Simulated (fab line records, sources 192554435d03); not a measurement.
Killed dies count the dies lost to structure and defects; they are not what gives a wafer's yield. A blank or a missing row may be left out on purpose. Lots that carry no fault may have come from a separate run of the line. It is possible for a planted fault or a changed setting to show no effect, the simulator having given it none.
Matching of chambers -- flow n5 finfet -- N5_BEOL_M2_VIA_ETCH_34 on rie diel-03 has 4 sister chambers
The step etches the open film in C4F6/O2, target depth 69.4 nm, time 65.9 s. 4 wafers are shown with their chamber, then 7 later ones without.

== WAFERS, EACH WITH ITS CHAMBER ==
wafer,chamber,throttle valve pct (%)
L083.6,0,30.7
L087.6,1,29.9
L090.1,2,31.1
L090.5,3,30.5

== WAFERS WHOSE CHAMBER IS MISSING ==
wafer,throttle valve pct (%)
L090.6,31.1
L091.1,31.1
L091.5,30.2
L091.6,31.1
L093.2,30.2
L093.4,30.5
L093.5,30.0

== EACH ONE'S CHAMBER ==
wafer,from the rows above,in truth
L090.6,2,2
L091.1,2,2
L091.5,can't be placed: 1 or 3 or 0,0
L091.6,2,2
L093.2,can't be placed: 1 or 3 or 0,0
L093.4,can't be placed: 3 or 0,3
L093.5,1,1
4 of 7 placed correctly. Unplaceable from these rows: 3, with the true chamber sitting among the candidates in 3. Placed wrongly: 0.
How it was worked out, from the rows above alone: a wafer's distance from a chamber is the root of the sum, over the readings, of the square of ((its reading less the chamber's mean) divided by the reading's scatter). If the next closest chamber is less than 2 further off than the closest, the wafer can't be placed; otherwise it belongs to the closest. Each chamber's mean is taken over the wafers shown for it. The scatter (one wafer shown for each chamber): square how far every hidden wafer sits from the nearest shown wafer, average those squares and take the square root.
